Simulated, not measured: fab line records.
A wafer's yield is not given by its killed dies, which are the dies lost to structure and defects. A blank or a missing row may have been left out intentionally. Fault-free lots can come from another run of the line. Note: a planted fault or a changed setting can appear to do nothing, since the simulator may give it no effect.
Which tool was responsible? + flow nand harc + Sampling: 11 lots, 33 wafers, 5 of 1302 route steps

## WHAT EACH GAUGE READ, for each wafer
NHARC_END_SORT_01. Usual: defect limited yield 91.9 %, standard deviation 2.9; killed at array 50, standard deviation 20; killed at other 1.2, standard deviation 1.5; killed at periphery 3.6, standard deviation 2.6; killed dies 55, standard deviation 20; killed open 3.4, standard deviation 2; killed short 2.7, standard deviation 1.6; sort_bin_2_pct 2.9 %, standard deviation 1.3; sort_bin_3_pct 0.6 %, standard deviation 0.38; sort_bin_4_pct 4.6 %, standard deviation 1.6; sort n pass 622, standard deviation 20; sort rim yield pct 93 %, standard deviation 3.8; sort yield pct 91.9 %, standard deviation 2.9.
| lot  | measured     | on        | defect limited yield (%) | killed at array | killed at other | killed at periphery | killed dies | killed open | killed short | sort_bin_2_pct (%) | sort_bin_3_pct (%) | sort_bin_4_pct (%) | sort n pass | sort rim yield pct (%) | sort yield pct (%) | flag |
|------|--------------|-----------|--------------------------|-----------------|-----------------|---------------------|-------------|-------------|--------------|--------------------|--------------------|--------------------|-------------|------------------------|--------------------|------|
| L717 | day 24 22:13 | prober-02 | 97.8 97.5 97.5           | 8 15 10         | 2 2 3           | 5 0 4               | 15 17 17    | 5 3 4       | 2 3 2        | 0.6 0.4 0.9        | 0.1 0.3 0          | 1.5 1.8 1.6        | 662 660 660 | 98 98 96               | 97.8 97.5 97.5     |      |
| L720 | day 25 11:38 | prober-01 | 91.3 91.6 90.7           | 57 53 60        | 0 0 1           | 2 4 2               | 59 57 63    | 3 7 7       | 4 3 4        | 3.4 3.1 3.4        | 0.1 1.2 1.0        | 5.2 4.1 4.9        | 618 620 614 | 99 92 92               | 91.3 91.6 90.7     |      |
| L726 | day 28 04:58 | prober-01 | 93.6 96.3 93.9           | 38 16 32        | 1 3 7           | 4 6 2               | 43 25 41    | 3 0 2       | 0 2 2        | 1.8 0.7 2.4        | 0.6 0 0            | 4.0 3.0 3.7        | 634 652 636 | 97 93 92               | 93.6 96.3 93.9     |      |
| L734 | day 30 19:23 | prober-01 | 94.4 91.7 93.6           | 29 52 40        | 4 1 2           | 5 3 1               | 38 56 43    | 2 9 4       | 5 4 4        | 2.4 2.5 1.9        | 0.4 0.3 0.1        | 2.8 5.5 4.3        | 639 621 634 | 87 91 87               | 94.4 91.7 93.6     |      |
| L736 | day 32 01:02 | prober-01 | 92.2 88.8 91.6           | 52 68 57        | 1 2 0           | 0 6 0               | 53 76 57    | 2 6 2       | 3 4 2        | 2.4 3.2 3.2        | 1.2 1.3 0.9        | 4.3 6.6 4.3        | 624 601 620 | 87 85 96               | 92.2 88.8 91.6     |      |

## EACH LOT AND THE TOOL THAT RAN IT (in order: tool; ch and the chambers of the sampled wafers; start)
| lot  | NHARC_P_M2_DESCUM_14               | NHARC_P_M2_PVD_20            | NHARC_P_M2_PVD_21                       | NHARC_P_M2_ANNEAL_31             |
|------|------------------------------------|------------------------------|-----------------------------------------|----------------------------------|
| L717 | rie diel-07 ch 1,2,3, day 6 14:58  | pvd sputter-01, day 6 16:08  | pvd sputter-01, day 6 16:43 or earlier  | rtp anneal-01 ch 0, day 6 16:43  |
| L720 | rie diel-07 ch 0,2,3, day 7 19:32  | pvd sputter-02, day 7 20:39  | pvd sputter-02, day 7 21:16 or earlier  | rtp anneal-01 ch 0, day 7 21:16  |
| L721 | rie diel-08 ch 0,1,3, day 8 00:28  | pvd sputter-02, day 8 01:39  | pvd sputter-02, day 8 02:16 or earlier  | rtp anneal-02 ch 0, day 8 02:16  |
| L722 | rie diel-05 ch 0,1,2, day 8 06:47  | pvd sputter-01, day 8 07:56  | pvd sputter-01, day 8 08:33 or earlier  | rtp anneal-01 ch 0, day 8 08:33  |
| L726 | rie diel-08 ch 1,3, day 10 08:28   | pvd sputter-03, day 10 09:38 | pvd sputter-03, day 10 10:13 or earlier | rtp anneal-01 ch 0, day 10 10:13 |
| L727 | rie diel-07 ch 0,2, day 10 17:41   | pvd sputter-03, day 10 18:52 | pvd sputter-03, day 10 19:33 or earlier | rtp anneal-01 ch 0, day 10 19:33 |
| L729 | rie diel-08 ch 0,3, day 11 15:14   | pvd sputter-01, day 11 16:31 | pvd sputter-01, day 11 17:14 or earlier | rtp anneal-02 ch 0, day 11 17:14 |
| L730 | rie diel-07 ch 2,3, day 11 15:55   | pvd sputter-02, day 11 17:05 | pvd sputter-02, day 11 17:47 or earlier | rtp anneal-02 ch 0, day 11 17:47 |
| L734 | rie diel-08 ch 0,1,3, day 13 11:12 | pvd sputter-01, day 13 12:20 | pvd sputter-01, day 13 13:12 or earlier | rtp anneal-01 ch 0, day 13 13:12 |
| L736 | rie diel-07 ch 1,2,3, day 14 04:29 | pvd sputter-01, day 14 05:38 | pvd sputter-01, day 14 06:16 or earlier | rtp anneal-02 ch 0, day 14 06:16 |
| L740 | rie diel-05 ch 0,3, day 16 02:41   | pvd sputter-02, day 16 03:49 | pvd sputter-02, day 16 04:36 or earlier | rtp anneal-02 ch 0, day 16 04:36 |
- NHARC_P_M2_DESCUM_14: chemistry O2, time 3 s.
- NHARC_P_M2_PVD_20: deposits TaN, target thk 5 nm, time 8.06 s.
- NHARC_P_M2_PVD_21: deposits Cu, target thk 30 nm, time 20.49 s.
- NHARC_P_M2_ANNEAL_31: time 90 s.

## WHAT THE TOOLS THEMSELVES READ (means of the sampled wafers that have a number; where no wafer has one, the mark that the record gives instead)
NHARC_P_M2_DESCUM_14. Usual: drypump motor current A 5.7 A, standard deviation 0.48; oes product au 1.000 a.u., standard deviation 0.0086; rf vpp V 57.6 V, standard deviation 0.78; showerhead plenum p Torr 1.84 Torr, standard deviation 0.077; throttle valve pct 11.313 %, standard deviation 0.0099.
| lot  | tool        | drypump motor current A (A) | oes product au (a.u.) | rf vpp V (V) | showerhead plenum p Torr (Torr) | throttle valve pct (%) | flag |
|------|-------------|-----------------------------|-----------------------|--------------|---------------------------------|------------------------|------|
| L717 | rie diel-07 | 5.8                         | 1.006                 | 57.6         | 1.91                            | 11.321                 |      |
| L720 | rie diel-07 | 5.6                         | 0.997                 | 58.1         | 1.92                            | 11.315                 |      |
| L721 | rie diel-08 | 5.8                         | 1.003                 | 57.8         | 1.79                            | 11.299                 |      |
| L722 | rie diel-05 | 5.6                         | 1.000                 | 57.0         | 1.81                            | 11.314                 |      |
| L726 | rie diel-08 | 5.6                         | 0.995                 | 57.5         | 1.80                            | 11.311                 |      |
| L727 | rie diel-07 | 5.7                         | 0.991                 | 58.1         | 1.86                            | 11.304                 |      |
| L729 | rie diel-08 | 5.8                         | 0.997                 | 56.8         | 1.78                            | 11.306                 |      |
| L730 | rie diel-07 | 5.5                         | 0.996                 | 57.7         | 1.90                            | 11.318                 |      |
| L734 | rie diel-08 | 5.8                         | 1.005                 | 57.4         | 1.79                            | 11.306                 |      |
| L736 | rie diel-07 | 5.8                         | 0.988                 | 58.0         | 1.90                            | 11.316                 |      |
| L740 | rie diel-05 | 5.2                         | 1.000                 | 57.1         | 1.80                            | 11.306                 |      |

NHARC_P_M2_PVD_20. Usual: bias v 168.4 V, standard deviation 1.7; cathode dc power W 15001 W, standard deviation 2.4; chamber pressure pa 0.11997 Pa, standard deviation 0.00025; throttle valve pct 30.3 %, standard deviation 1.3.
| lot  | tool           | bias v (V) | cathode dc power W (W) | chamber pressure pa (Pa) | throttle valve pct (%) | flag |
|------|----------------|------------|------------------------|--------------------------|------------------------|------|
| L717 | pvd sputter-01 | 168.3      | 15000                  | 0.11979                  | 30.1                   |      |
| L720 | pvd sputter-02 | 167.0      | 15000                  | 0.12028                  | 30.1                   |      |
| L721 | pvd sputter-02 | 169.5      | 14999                  | 0.12005                  | 29.5                   |      |
| L722 | pvd sputter-01 | 169.5      | 15002                  | 0.11984                  | 29.9                   |      |
| L726 | pvd sputter-03 | 168.8      | 14999                  | 0.12004                  | 30.7                   |      |
| L727 | pvd sputter-03 | 167.9      | 15000                  | 0.12012                  | 29.5                   |      |
| L729 | pvd sputter-01 | 170.8      | 15002                  | 0.11967                  | 29.8                   |      |
| L730 | pvd sputter-02 | 168.9      | 14999                  | 0.12008                  | 29.8                   |      |
| L734 | pvd sputter-01 | 170.3      | 14598                  | 0.11981                  | 30.3                   | OFF  |
| L736 | pvd sputter-01 | 168.9      | 14598                  | 0.11986                  | 29.6                   | OFF  |
| L740 | pvd sputter-02 | 168.0      | 15001                  | 0.11985                  | 30.9                   |      |

NHARC_P_M2_PVD_21. Usual: cathode dc power W 5000.1 W, standard deviation 0.92; chamber pressure pa 4.998 Pa, standard deviation 0.01; throttle valve pct 30.2 %, standard deviation 1.3.
| lot  | tool           | cathode dc power W (W) | chamber pressure pa (Pa) | throttle valve pct (%) | flag |
|------|----------------|------------------------|--------------------------|------------------------|------|
| L717 | pvd sputter-01 | 5000.3                 | 4.999                    | 30.7                   |      |
| L720 | pvd sputter-02 | 4999.1                 | 4.994                    | 29.8                   |      |
| L721 | pvd sputter-02 | 5000.9                 | 4.999                    | 29.8                   |      |
| L722 | pvd sputter-01 | 5000.0                 | 4.998                    | 29.8                   |      |
| L726 | pvd sputter-03 | 5000.3                 | 5.004                    | 29.6                   |      |
| L727 | pvd sputter-03 | 5000.5                 | 5.006                    | 30.3                   |      |
| L729 | pvd sputter-01 | 5000.3                 | 5.005                    | 29.6                   |      |
| L730 | pvd sputter-02 | 5000.0                 | 4.995                    | 30.9                   |      |
| L734 | pvd sputter-01 | 5000.2                 | 4.996                    | 29.7                   |      |
| L736 | pvd sputter-01 | 5000.5                 | 4.986                    | 29.6                   |      |
| L740 | pvd sputter-02 | 4999.9                 | 5.010                    | 30.5                   |      |

NHARC_P_M2_ANNEAL_31. Usual: anneal temp c 224.98 C, standard deviation 0.18; wafer_temp_C_max 225.92, standard deviation 0.26.
| lot  | tool          | anneal temp c (C) | wafer_temp_C_max | flag |
|------|---------------|-------------------|------------------|------|
| L717 | rtp anneal-01 | 225.14            | 226.29           |      |
| L720 | rtp anneal-01 | 224.62            | 226.07           |      |
| L721 | rtp anneal-02 | 224.95            | 226.12           |      |
| L722 | rtp anneal-01 | 225.04            | 226.06           |      |
| L726 | rtp anneal-01 | 224.89            | 226.11           |      |
| L727 | rtp anneal-01 | 225.06            | 226.21           |      |
| L729 | rtp anneal-02 | 225.04            | 225.99           |      |
| L730 | rtp anneal-02 | 224.90            | 225.83           |      |
| L734 | rtp anneal-01 | 224.99            | 225.85           |      |
| L736 | rtp anneal-02 | 225.06            | 225.73           |      |
| L740 | rtp anneal-02 | 225.21            | 225.82           |      |

## THE ANSWER, worked out from the rows above alone
Rule: take the mean of a lot's wafers that have a number; if it is more than 3 standard deviations from the usual mean, the lot is off. Also off: a lot with no number at a reading for which 4 or more lots have one. All remaining lots with rows at the step are treated as sound. Order of review: gauges by route order, followed by the tools' own readings, for which a lot's mean as printed above is used. The first step at which some lot is off is used, and at that step the reading that is off furthest; a lot without a number counts as furthest.
Off: L734, L736, at NHARC_P_M2_PVD_20 (cathode dc power W).
If a tool, at that step or one of the process steps before it, ran each lot that is off and ran no sound lot following the first of them, it fits. One fits: pvd sputter-01 at NHARC_P_M2_PVD_20. A fault onset in the window from L729 (day 11 16:31, its last sound lot) to L734 (day 13 12:20, its first lot off) fits.
On the lots that are off, the tool's own readings at NHARC_P_M2_PVD_20 differ by more than 5 times the standard deviation of the sound lots' means, which bears it out; cathode dc power W reads 14598 W there versus 15000 W on the sound lots.

## WHAT WAS PUT IN BY THE SIMULATOR
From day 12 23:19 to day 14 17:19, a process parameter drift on pvd sputter-01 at NHARC_P_M2_PVD_20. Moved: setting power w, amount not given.
Struck lots among those shown: L734, L736. Same finding as the rule above.
